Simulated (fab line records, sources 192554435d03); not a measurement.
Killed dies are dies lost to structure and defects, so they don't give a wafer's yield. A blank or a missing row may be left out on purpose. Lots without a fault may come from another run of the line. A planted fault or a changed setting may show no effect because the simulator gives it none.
fab line records | flow n5_finfet
record lots=10 wafers=26 last_day=18
route steps=1938 shown BEOL_M8@1368
lots that met no fault: from a run of the same line without faults
start_h: hours from the record's first day to the start of the lot's first wafer shown | wait_h: hours since the lot's step before | " the same as in the row above | L1.1+2: a row that stands for several wafers | - no value, or no start given | * or withheld: withheld | < > ~ a bound
route shown NAME@n: a module of which the file shows steps, and the number in the route of the first | usual: mean/standard deviation of fault-free wafers | same: alike in all rows | chamber/n: place in a boat | sites: the reading at each site | _std_site: their standard deviation | _edge_site: outer sites' mean less inner sites' | radius_mm: how far each site lies from the wafer's centre | mask NAME#n: copy n | behind: the tool/chamber that last shaped the wafer | hold: why the lot was held/for how many hours/how that ended | device: the transistor (n, p or np) that didn't switch | end of line: the same wafers' tests at the end of the route | a step without rows: its recipe alone | killed: dies lost to structure and defects at the first sort, not the wafer's yield | map: a wafer's dies, x killed, . not, _ none there
set.NAME: the setting as run; set.NAME@STEP: as run at that earlier step | model.NAME: the simulator's own value behind a step, which no gauge read
steps of the route over a sample of lots; a table a step, a row a wafer
services: from which hour (start_h, from the record's first day; less than 0 if before it) a tool's chamber was out of use, for how many hours, and why
## steps
# step N5_BEOL_M8_DESCUM_33
# recipe chemistry=O2 time_s=7 source_power_w=50 bias_power_w=20 pressure_mtorr=20 rf_frequency_hz=2.712e+07 temp_c=40 resist=CAR-EUV o2_flow_sccm=225
# usual bias_power_w=20.00/0.061 drypump_motor_current_A=5.5/0.45 oes_product_au=0.79/0.074 rf_vpp_V=243.4/1.5 showerhead_plenum_p_Torr=2.11/0.077 throttle_valve_pct=20.42/0.17
# same time_s=7
# columns lot.wafer tool chamber start_h wait_h bias_power_w drypump_motor_current_A oes_product_au rf_hours_counter_h rf_vpp_V showerhead_plenum_p_Torr throttle_valve_pct
L339.3 rie_diel-01 2 218.26 0.1 20.02 5.6 0.78 103 243.9 2.11 20.32
L339.4 " 0 " " 20.04 6.3 0.75 139 242.9 2.03 20.67
L339.6 " 3 " " 20.05 5.4 0.74 - 242.1 2.02 20.66
L344.1 rie_diel-01 3 250.11 0.3 20.06 5.4 0.72 154 242.2 2.01 20.67
L344.6 " 2 " " 20.09 5.6 0.77 - 241.8 2.11 20.34
L345.4 rie_diel-02 3 250.11 0.3 20.12 4.9 0.83 71 244.6 2.15 20.71
L345.6 " 3 " " 20.06 4.9 0.82 - 242.9 2.15 20.71
L343.1 rie_diel-04 0 250.35 0.4 20.02 5.5 0.94 14 243.7 2.25 20.23
L343.6 " 3 " " 20.01 5.6 0.69 - 243.0 2.16 20.41
L347.2 rie_diel-04 2 265.15 0.4 19.96 4.7 0.85 52 242.1 2.11 20.44
L347.3 " 0 " " 19.99 5.5 0.92 20 245.6 2.24 20.25
L347.4 " 2 " " 20.04 4.8 0.85 - 243.7 2.11 20.43
L346.2 rie_diel-02 0 267.97 0.3 20.09 6.1 0.76 153 242.3 1.98 20.34
L346.4 " 3 " " 20.10 4.9 0.81 79 242.5 2.15 20.72
L346.5 " 0 " " 19.98 6.1 0.76 - 241.5 1.98 20.34
L350.1 rie_diel-04 3 278.83 0.3 20.05 5.7 0.69 236 244.3 2.15 20.44
L350.6 " 1 " " 19.95 5.8 0.78 - 242.7 2.12 20.60
L353.1 rie_diel-04 0 303.06 0.0 20.03 5.5 0.90 33 246.6 2.24 20.27
L353.2 " 2 " " 19.95 4.8 0.83 65 242.8 2.11 20.49
L353.6 " 1 " " 20.04 5.8 0.75 - 241.4 2.12 20.60
L352.1 rie_diel-02 0 303.46 0.3 20.14 6.1 0.76 165 242.6 1.98 20.35
L352.3 " 2 " " 20.02 5.8 0.75 145 244.6 2.15 20.19
L352.4 " 3 " " 20.06 4.9 0.81 91 244.9 2.14 20.71
L361.2 rie_diel-02 1 360.74 0.0 20.01 5.2 0.69 189 242.5 2.07 20.42
L361.3 " 0 " " 19.96 6.1 0.74 185 242.8 1.97 20.39
L361.5 " 1 " " 20.00 5.2 0.69 - 243.6 2.07 20.41
# step N5_BEOL_M8_ETCH_72
# recipe chemistry=N2/H2 target=underlayer target_depth_a=65 mask_material=CAR-EUV time_s=5.2 ion_energy_ev=200 pressure_mtorr=30 source_w=840 bias_w=150 n2_flow_sccm=200 h2_flow_sccm=200 ends=cleared
# usual bias_w=150.0/0.43 drypump_motor_current_A=5.5/0.45 etch_rf_on_time_s=5.15/0.21 h2_flow_sccm=200.1/0.59 oes_product_au=0.68/0.068 rf_vpp_V=524.5/2.8 showerhead_plenum_p_Torr=2.57/0.1 throttle_valve_pct=17.92/0.19
# columns lot.wafer tool chamber start_h wait_h bias_w drypump_motor_current_A etch_rf_on_time_s h2_flow_sccm oes_product_au rf_hours_counter_h rf_vpp_V showerhead_plenum_p_Torr throttle_valve_pct
L339.3 rie_diel-01 2 218.29 0.0 150.6 5.6 5.14 199.7 0.67 103 524.2 2.56 17.71
L339.4 " 0 " " 150.0 6.3 5.16 199.7 0.64 140 522.1 2.42 17.83
L339.6 " 3 " " 149.9 5.4 5.14 200.7 0.64 - 520.4 2.46 18.16
L344.1 rie_diel-01 3 250.14 0.0 150.3 5.4 5.19 200.9 0.63 154 520.5 2.45 18.17
L344.6 " 2 " " 150.1 5.6 5.13 200.2 0.66 - 524.0 2.56 17.73
L345.4 rie_diel-02 3 250.14 0.0 149.8 4.8 5.07 199.8 0.72 71 524.8 2.61 18.07
L345.6 " 3 " " 149.5 4.8 5.11 200.1 0.70 - 524.5 2.61 18.07
L343.1 rie_diel-04 0 250.38 0.0 150.5 5.6 4.86 198.9 0.82 14 528.1 2.73 17.75
L343.6 " 3 " " 150.0 5.7 5.19 200.5 0.60 - 525.7 2.61 18.00
L347.2 rie_diel-04 2 265.18 0.0 150.7 4.8 5.17 200.1 0.73 52 524.3 2.61 18.17
L347.3 " 0 " " 149.2 5.5 4.84 198.9 0.80 20 529.8 2.73 17.73
L347.4 " 2 " " 150.2 4.8 5.13 200.6 0.72 - 527.4 2.61 18.18
L346.2 rie_diel-02 0 268.00 0.0 150.5 6.2 5.04 199.5 0.66 153 520.7 2.42 17.90
L346.4 " 3 " " 149.6 4.8 5.04 200.0 0.70 79 523.0 2.61 18.10
L346.5 " 0 " " 150.2 6.1 5.07 200.5 0.65 - 518.3 2.42 17.89
L350.1 rie_diel-04 3 278.86 0.0 149.9 5.6 5.21 199.2 0.59 236 523.9 2.61 18.01
L350.6 " 1 " " 150.2 5.8 5.35 200.2 0.64 - 524.4 2.54 17.79
L353.1 rie_diel-04 0 303.10 0.0 150.0 5.6 4.86 199.8 0.78 33 527.9 2.72 17.76
L353.2 " 2 " " 150.0 4.7 5.18 200.2 0.72 65 526.7 2.61 18.16
L353.6 " 1 " " 151.2 5.8 5.37 201.0 0.64 - 524.2 2.54 17.78
L352.1 rie_diel-02 0 303.49 0.0 149.6 6.1 5.04 201.2 0.65 165 520.0 2.41 17.87
L352.3 " 2 " " 150.4 5.8 5.73 200.6 0.61 145 529.5 2.68 18.06
L352.4 " 3 " " 149.2 4.9 5.16 199.8 0.69 91 522.8 2.60 18.12
L361.2 rie_diel-02 1 360.78 0.0 149.5 5.2 5.21 198.6 0.59 189 522.2 2.52 17.99
L361.3 " 0 " " 150.2 6.1 5.02 200.3 0.63 185 521.5 2.40 17.95
L361.5 " 1 " " 149.5 5.2 5.17 199.9 0.60 - 525.0 2.52 17.98
# step N5_BEOL_M8_STRIP_80
# recipe chemistry=N2/H2 time_s=10 power_w=450 temp_c=40 pressure_mtorr=20 rf_frequency_hz=6e+07 bias_power_w=7 n2_flow_sccm=200 h2_flow_sccm=200
# usual bias_power_w=6.999/0.022 drypump_motor_current_A=5.5/0.45 h2_flow_sccm=200.0/0.52 oes_product_au=0.79/0.075 rf_vpp_V=59.2/0.88 showerhead_plenum_p_Torr=2.56/0.1 throttle_valve_pct=23.77/0.27
# same time_s=10
# columns lot.wafer tool chamber start_h wait_h bias_power_w drypump_motor_current_A h2_flow_sccm oes_product_au rf_hours_counter_h rf_vpp_V showerhead_plenum_p_Torr throttle_valve_pct
L339.3 rie_diel-01 2 - - 7.007 5.7 200.6 0.80 103 58.2 2.56 23.43
L339.4 " 0 " " 6.996 6.2 200.6 0.76 140 58.5 2.41 23.48
L339.6 " 3 " " 6.984 5.4 199.2 0.74 - 58.3 2.46 24.04
L344.1 rie_diel-01 3 - - 6.980 5.4 199.9 0.73 154 59.5 2.45 24.04
L344.6 " 2 " " 6.986 5.6 199.7 0.79 - 58.0 2.55 23.44
L345.4 rie_diel-02 3 - - 6.996 4.9 199.5 0.82 71 59.5 2.61 23.95
L345.6 " 3 " " 7.016 4.9 199.3 0.82 - 59.3 2.61 23.95
L343.1 rie_diel-04 0 - - 7.044 5.6 199.8 0.94 14 60.0 2.73 23.73
L343.6 " 3 " " 6.966 5.7 199.6 0.69 - 59.7 2.61 23.77
L347.2 rie_diel-04 2 - - 6.966 4.7 200.4 0.85 52 59.4 2.61 24.15
L347.3 " 0 " " 7.032 5.5 200.0 0.94 21 60.2 2.73 23.76
L347.4 " 2 " " 6.997 4.8 200.1 0.86 - 58.6 2.61 24.14
L346.2 rie_diel-02 0 - - 6.995 6.2 200.3 0.76 153 59.0 2.41 23.61
L346.4 " 3 " " 7.004 4.9 199.7 0.82 79 58.9 2.60 23.97
L346.5 " 0 " " 6.967 6.2 199.6 0.76 - 57.8 2.41 23.62
L350.1 rie_diel-04 3 - - 7.047 5.7 200.0 0.68 236 60.7 2.60 23.77
L350.6 " 1 " " 7.027 5.8 201.1 0.77 - 60.6 2.54 23.60
L353.1 rie_diel-04 0 - - 7.001 5.6 200.4 0.90 33 58.5 2.72 23.76
L353.2 " 2 " " 6.984 4.8 199.9 0.83 65 60.1 2.60 24.16
L353.6 " 1 " " 7.036 5.8 199.6 0.75 - 59.0 2.54 23.63
L352.1 rie_diel-02 0 - - 7.012 6.2 199.7 0.75 165 58.9 2.41 23.63
L352.3 " 2 " " 6.978 5.8 200.3 0.74 145 59.4 2.67 24.12
L352.4 " 3 " " 7.031 4.9 199.6 0.79 91 57.7 2.60 23.97
L361.2 rie_diel-02 1 - - 7.016 5.2 199.2 0.70 189 59.6 2.52 23.86
L361.3 " 0 " " 6.996 6.1 200.0 0.73 185 59.6 2.40 23.66
L361.5 " 1 " " 7.009 5.2 199.5 0.70 - 59.8 2.52 23.85
# step N5_BEOL_M8_CURE_75
# recipe temp_c=370 time_s=120 ambient=DMADMS/He material=SiCOH_lowk
# usual lamp_power_pct=52.32/0.062 run_length_s=178.8/1.7 wafer_temp_C_max=371.8/0.56
# columns lot.wafer tool chamber start_h wait_h lamp_power_pct run_length_s wafer_temp_C_max
L339.3 uv_cure-02 2 219.26 0.4 52.31 176.6 371.6
L339.4 " 2 " " 52.23 176.8 372.4
L339.6 " 2 " " 52.41 177.4 373.2
L344.1 uv_cure-02 2 250.77 0.1 52.32 176.7 371.3
L344.6 " 2 " " 52.35 176.9 371.9
L343.1 uv_cure-03 1 251.01 0.1 52.31 177.6 371.4
L343.6 " 1 " " 52.31 178.0 371.8
L345.4 uv_cure-01 1 251.02 0.3 52.26 177.9 372.0
L345.6 " 1 " " 52.23 177.6 371.7
L347.2 uv_cure-01 2 265.83 0.1 52.43 177.9 372.4
L347.3 " 2 " " 52.22 178.3 371.9
L347.4 " 2 " " 52.31 178.2 371.9
L346.2 uv_cure-03 1 268.64 0.1 52.29 178.3 371.7
L346.4 " 1 " " 52.37 177.6 371.0
L346.5 " 1 " " 52.44 178.0 371.1
L350.1 uv_cure-02 1 279.45 0.0 52.31 178.0 372.3
L350.6 " 1 " " 52.25 178.4 372.3
L353.1 uv_cure-01 2 303.91 0.3 50.30 141.8 370.9
L353.2 " 2 " " 52.28 177.7 371.7
L353.6 " 2 " " 52.33 177.5 370.9
L352.1 uv_cure-01 2 304.21 0.2 50.37 141.1 371.7
L352.3 " 2 " " 52.31 177.6 371.3
L352.4 " 2 " " 52.29 177.5 370.8
L361.2 uv_cure-03 0 361.48 0.1 52.29 181.6 371.4
L361.3 " 0 " " 52.37 181.4 371.0
L361.5 " 0 " " 52.16 181.3 371.8
## services
# columns tool chamber start_h hours kind
uv_cure-01 - 194.94 3.2 repair
uv_cure-01 - 198.79 2.1 pm
rie_diel-04 0 204.10 - clean
rie_diel-04 0 204.10 - consumable_replace:focus_ring
rie_diel-04 0 204.10 - consumable_replace:showerhead
rie_diel-04 0 204.10 12.5 scheduled_down
rie_diel-04 0 204.10 12.5 vent_cycle
rie_diel-01 - 205.96 2.7 repair
uv_cure-01 - 209.79 1.4 repair
rie_diel-04 1 218.53 47.5 repair
uv_cure-03 - 232.20 1.1 repair
rie_diel-02 2 251.79 2.0 repair
rie_diel-02 0 254.07 3.1 repair
uv_cure-02 - 302.94 4.1 repair
rie_diel-04 1 304.65 10.7 repair
uv_cure-02 - 309.14 21.6 repair
uv_cure-01 - 310.23 3.4 pm
rie_diel-04 3 315.41 - clean
rie_diel-04 3 315.41 - consumable_replace:focus_ring
rie_diel-02 - 322.87 0.1 repair
rie_diel-04 - 344.56 3.4 repair
rie_diel-02 3 357.61 11.6 repair
rie_diel-04 0 361.76 5.4 repair
## key
first_sign step=N5_BEOL_M8_CURE_75 reading=lamp_power_pct direction=down sigmas=32 usual=* struck=*
effect step=N5_BEOL_M8_CURE_75 reading=run_length_s direction=down sigmas=22 usual=* struck=*
met_at N5_BEOL_M8_CURE_75
struck_lots L352,L353
struck_wafers L352.1,L353.1
not_acting_at N5_BEOL_M8_DESCUM_33,N5_BEOL_M8_ETCH_72,N5_BEOL_M8_STRIP_80
fault kind=process_parameter_drift tool=uv_cure-01 chamber=- onset_h=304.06 steps=N5_BEOL_M8_CURE_75 channel=time_s offset=* shape=step end_h=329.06 scope=struck_wafers_only acts_in=* stated=*
